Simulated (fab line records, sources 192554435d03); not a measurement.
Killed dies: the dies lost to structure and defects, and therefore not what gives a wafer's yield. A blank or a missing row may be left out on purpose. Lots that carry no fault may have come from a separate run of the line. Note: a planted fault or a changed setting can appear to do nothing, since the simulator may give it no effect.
A struck lot beside a sound one    flow n5-finfet    38 out of 1938 route steps
Sound: the wafers L981.2, L981.3, L981.5. Struck: wafer L977.4. (L977.1, L977.2 of the same lot were not struck and are left out.) The cause comes at the end.
Per side, at each step with rows, come the tool, then ch with its chambers, and then its first start. Under that, the readings that differ: sound wafers    struck wafers    difference of the means    sigmas: that difference in standard deviations of wafers without a fault.
alike: same words and numbers on both sides, and readings whose means sit less than 2 such deviations apart. not compared: any withheld reading, any reading some wafer has no value for, any bound like >300 that may hide the same value, and any number with overlapping values for which the record gives no deviation.
Wherever a step has rows on one side only, a row that says differs or no value, or a row with sigmas, the two part there. Non-overlapping numbers with no deviation appear without sigmas and do not part them. Lack of a reading on every wafer of one side parts them only where that side has two or more wafers.

first, 8 steps without rows for these wafers: N5_BEOL_M1_ANNEAL_51 (time 90 s); N5_BEOL_M1_CMP_52 (polishes, stops on SiOC, t overpolish 6.8 s, target thk 40 nm); N5_BEOL_M1_PRE_CLEAN_60 (time 15 s); N5_BEOL_M1_CO_CAP_55 (material Co, precursor CCTBA/H2, target thk 2 nm, time 102.1 s); N5_BEOL_M1_PRE_CLEAN_56 (time 15 s); N5_BEOL_M1_DEP_57 (deposits SiCN from 3MS/NH3, target thk 8 nm, time 14 s); N5_BEOL_M2_ILD_DEP_00 (deposits SiOC from DEMS/O2, target thk 79 nm, time 15.3 s); N5_BEOL_M2_PECVD_72 (deposits SiO2 from TEOS/O2, target thk 16 nm, time 18 s).
N5_BEOL_M2_HM_DEP_02: deposits TiN, target thk 20 nm.
  struck on pvd-sputter-02, day 9 16:19; sound on pvd-sputter-03, day 10 08:01
reading                                     sound         struck  difference  sigmas
model.TiN_of_BEOL_M2_HM_DEP_02.thk-nm (nm)  20.2 20 20.4  28.2    +8.0        
  alike: throttle-valve-pct
then, 16 steps without rows for these wafers: N5_BEOL_M2_COAT_61 (time 60 s, resist thk 60 nm); N5_BEOL_M2_COAT_62 (time 60 s, resist thk 12 nm); N5_BEOL_M2_COAT_73 (time 60 s, resist thk 5 nm); N5_BEOL_M2_COAT_05 (resist thk 30 nm); N5_BEOL_M2_EBR_07; N5_BEOL_M2_SOFTBAKE_06 (time 60 s); N5_BEOL_M2_EXPOSE_08 (exposes mask M2); N5_BEOL_M2_PEB_09 (peb time 60 s); N5_BEOL_M2_DEVELOP_10 (develop time 30 s); N5_BEOL_M2_DESCUM_16 (chemistry O2, time 7 s); N5_BEOL_M2_ETCH_74 (etches underlayer in N2/H2, target depth 6.5 nm, time 5.2 s); N5_BEOL_M2_ETCH_63 (etches SiARC in CF4, target depth 15.6 nm, time 26 s); N5_BEOL_M2_ETCH_64 (etches SOC in N2/H2, target depth 75 nm, overetch 22.5 nm, time 121.9 s); N5_BEOL_M2_STRIP_65 (strips in N2/H2); N5_BEOL_M2_STRIP_75 (strips in N2/H2); N5_BEOL_M2_STRIP_66 (strips in CF4).
N5_BEOL_M2_HM_OPEN_17: chemistry Cl2/BCl3, target TiN, target depth 20 nm, overetch 6 nm.
  sound on rie-metal-03 ch 0,1, day 10 08:48; struck on rie-metal-03 ch 0, day 9 17:16
reading                   sound              struck  difference  sigmas
model.etch.depth-nm (nm)  20.17 20.08 20.32  26.26   +6.07       
  alike: bcl3-flow-sccm, chamber-pressure-mTorr, drypump-motor-current-A, oes-product-au, throttle-valve-pct
  not compared: rf-hours-counter-h
then, 8 steps without rows for these wafers: N5_BEOL_M2_STRIP_19 (strips in O2); N5_BEOL_M2_COAT_67 (time 60 s, resist thk 60 nm); N5_BEOL_M2_COAT_68 (time 60 s, resist thk 12 nm); N5_BEOL_M2_COAT_76 (time 60 s, resist thk 5 nm); N5_BEOL_M2_COAT_22 (resist thk 30 nm); N5_BEOL_M2_EBR_24; N5_BEOL_M2_SOFTBAKE_23 (time 60 s); N5_BEOL_M2_EXPOSE_25 (exposes mask V1, defocus 5 nm).
N5_BEOL_M2_TRENCH_ETCH_37: etches SiOC in C4F6/O2, target depth 55.555 nm, time 29.2 s.
  sound on rie-diel-04 ch 0,2,3; struck on rie-diel-06 ch 1
reading                                     sound         struck  difference  sigmas
model.TiN_of_BEOL_M2_HM_DEP_02.thk-nm (nm)  17.8 17.8 18  26      +8          
  alike: chamber-pressure-mTorr, drypump-motor-current-A, oes-product-au, rf-vpp-V, showerhead-plenum-p-Torr, throttle-valve-pct
  not compared: rf-hours-counter-h
N5_BEOL_M2_OCD_MEAS_38:
  struck on ocd-01, day 9 22:01; sound on ocd-01, day 10 16:00
reading               sound           struck  difference  sigmas
trench-depth-nm (nm)  56.8 55.8 57.4  37.7    -19.0       -21
N5_BEOL_M4_RC_MEAS_101:
  sound on prober-02 ch 0, day 11 20:56; struck on prober-01 ch 0, day 10 22:22
  alike: DIBL_N, DIBL_P, IOFF_N, IOFF_P, ION_N, ION_P, SS_N, SS_P, VT_N, VT_P
  not compared: CHAIN_V1_max_site, CHAIN_V2_max_site, SERP_M2_max_site
-- a jump in the record: the struck wafers' starts before and after are 4 days apart (it breaks off in module BEOL_M4 and resumes in module PASSIVATION, where the first step shown is number 1936 of the route) --
N5_PASSIVATION_PROBE_49:
  rows exist in the record for the struck wafers here (prober-02, day 15 01:25), but not for the sound ones

WHERE THEY PART
Last at N5_PASSIVATION_PROBE_49 as far as this record goes, first at N5_BEOL_M2_OCD_MEAS_38.

WHY: the cause the simulator had injected
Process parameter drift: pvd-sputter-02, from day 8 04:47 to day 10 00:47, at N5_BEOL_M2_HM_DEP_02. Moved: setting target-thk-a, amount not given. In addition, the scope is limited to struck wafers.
